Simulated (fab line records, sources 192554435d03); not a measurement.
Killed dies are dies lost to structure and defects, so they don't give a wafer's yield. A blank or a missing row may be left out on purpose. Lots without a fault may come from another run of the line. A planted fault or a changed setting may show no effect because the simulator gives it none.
Chamber matching | flow n5_finfet | N5_SPACER0_ALD_08 on ald_sin-02: 4 sister chambers
The step deposits SiNx, target thk 2 nm. 4 wafers are shown with their chamber, then 7 later ones without.

WAFERS WITH THEIR CHAMBER
wafer  | chamber | heater_power_w (W)
L088.3 | 2       | 994
L088.6 | 3       | 760
L092.2 | 1       | 857
L092.4 | 0       | 771

WAFERS WITHOUT THEIR CHAMBER
wafer  | heater_power_w (W)
L092.5 | 762
L094.4 | 868
L094.5 | 987
L094.6 | 765
L097.1 | 767
L097.3 | 982
L097.6 | 771

WHICH CHAMBER EACH WENT THROUGH
wafer  | from the rows above     | in truth
L092.5 | can't be placed: 3 or 0 | 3
L094.4 | 1                       | 1
L094.5 | 2                       | 2
L094.6 | can't be placed: 3 or 0 | 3
L097.1 | can't be placed: 0 or 3 | 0
L097.3 | 2                       | 2
L097.6 | can't be placed: 0 or 3 | 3
Placed correctly: 3 of 7. Can't be placed from these rows: 4 (the true chamber is among the candidates in 4). Placed wrongly: 0.
How it was worked out, from the rows above alone: a wafer's distance from a chamber is the root of the sum, over the readings, of the square of ((its reading less the chamber's mean) divided by the reading's scatter). The wafer belongs to the nearest chamber; if the next one is less than 2 further off, it can't be placed. A chamber's mean is the mean of its shown wafers. The scatter: with one shown wafer a chamber, the root of the mean of the squares of how far each hidden wafer lies from its nearest shown one.
